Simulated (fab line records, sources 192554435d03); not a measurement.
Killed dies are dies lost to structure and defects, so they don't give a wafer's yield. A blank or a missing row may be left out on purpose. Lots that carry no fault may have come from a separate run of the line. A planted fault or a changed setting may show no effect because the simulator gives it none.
The same fault as seen by 3 desks :: flow n5 finfet :: numbers are kept per desk, each desk with only its own; the story behind them comes last

AT THE METROLOGY DESK
Means of the sampled wafers that have a number, per lot and without regard to the tool the lot ran on: this is what the gauges read. If a lot's mean is further than 4 standard deviations from the usual mean, the lot is out of limits and carries the mark OUT (the distance appears in the brackets). It has 12 readings; the 7 that lie furthest out on some lot are the ones shown.
Columns: A = cd nm at N5_FIN_SAQP_CD_MEAS_16, usual 35.60 nm; B = FIN_CORE_OVL at N5_FIN_SAQP_OVL_MEAS_17, usual -0.1 nm; C = DIBL_N at N5_BEOL_M4_RC_MEAS_101, usual 36.3 mV/V; D = IOFF_N at N5_BEOL_M4_RC_MEAS_101, usual 0.163 nA/um; E = IOFF_P at N5_BEOL_M4_RC_MEAS_101, usual 0.22 nA/um; F = SS_N at N5_BEOL_M4_RC_MEAS_101, usual 71.5 mV/dec; G = SS_P at N5_BEOL_M4_RC_MEAS_101, usual 73.3 mV/dec
lot: L162
first seen here: day 2 03:08
A: 35.70
B: -0.5
C: 38.5
D: 0.190
E: 0.27
F: 72.4
G: 74.3

lot: L165
first seen here: day 2 21:23
A: 35.61
B: 0.3
C: 37.5
D: 0.175
E: 0.23
F: 71.8
G: 73.7

lot: L173
first seen here: day 4 22:32
A: 35.71
B: -1.4
C: 36.0
D: 0.145
E: 0.19
F: 70.8
G: 73.1

lot: L175
first seen here: day 5 09:20
A: 35.11
B: 0.4
C: 37.7
D: 0.199
E: 0.23
F: 72.2
G: 73.2

lot: L178
first seen here: day 6 04:49
A: 35.71
B: -0.8
C: 38.5
D: 0.185
E: 0.25
F: 71.6
G: 73.7

lot: L182
first seen here: day 7 03:50
A: 35.54
B: -0.4
C: 36.1
D: 0.152
E: 0.21
F: 71.1
G: 73.5
Finding of this desk: none of the 6 lots has anything out of limits.

THE DEFECT DESK
Per lot, the means of the sampled wafers with a number show what the inspections along the route counted. If a lot's mean is further than 4 standard deviations from the usual mean, the lot is out of limits and carries the mark OUT (the distance appears in the brackets).
Columns: A = raw defect count at N5_FIN_SAQP_INSPECT_18, usual 371
lot: L162
first seen here: day 2 03:12
A: 445

lot: L165
first seen here: day 2 21:26
A: 590

lot: L173
first seen here: day 4 22:35
A: 518

lot: L175
first seen here: day 5 09:23
A: 354

lot: L178
first seen here: day 6 04:52
A: 398

lot: L182
first seen here: day 7 03:54
A: 321
Finding of this desk: none of the 6 lots has anything out of limits.

TOOL OWNER'S DESK, rie diel-01
The tool's own readings at N5_FIN_SAQP_DESCUM_21 (chemistry O2, time 7.9 s): means of the sampled wafers that have a number, for each lot that ran on this tool. If a lot's mean is further than 4 standard deviations from the usual mean, the lot is out of limits and carries the mark OUT (the distance appears in the brackets).
Columns: A = drypump motor current A at N5_FIN_SAQP_DESCUM_21, usual 5.8 A; B = o2 flow sccm at N5_FIN_SAQP_DESCUM_21, usual 225.1 sccm; C = oes product au at N5_FIN_SAQP_DESCUM_21, usual 0.76 a.u.; D = rf vpp V at N5_FIN_SAQP_DESCUM_21, usual 243.0 V; E = showerhead plenum p Torr at N5_FIN_SAQP_DESCUM_21, usual 2.08 Torr; F = throttle valve pct at N5_FIN_SAQP_DESCUM_21, usual 20.50 %
lot: L162
first seen here: day 2 03:14
A: 6.0
B: 225.9
C: 0.81
D: 242.6
E: 2.06
F: 20.37

lot: L175
first seen here: day 5 09:26
A: 6.1
B: 225.8
C: 0.71
D: 243.3
E: 2.08
F: 20.41

lot: L178
first seen here: day 6 04:54
A: 6.0
B: 225.4
C: 0.78
D: 242.3
E: 2.05
F: 20.36
Finding of this desk: none of the 3 lots has anything out of limits.

PUT TOGETHER
From the metrology desk's view, nothing was out of limits.
No out-of-limits result turned up at the defect desk.
The tool owner's desk saw nothing out of limits.

WHAT THE SIMULATOR HAD INSERTED
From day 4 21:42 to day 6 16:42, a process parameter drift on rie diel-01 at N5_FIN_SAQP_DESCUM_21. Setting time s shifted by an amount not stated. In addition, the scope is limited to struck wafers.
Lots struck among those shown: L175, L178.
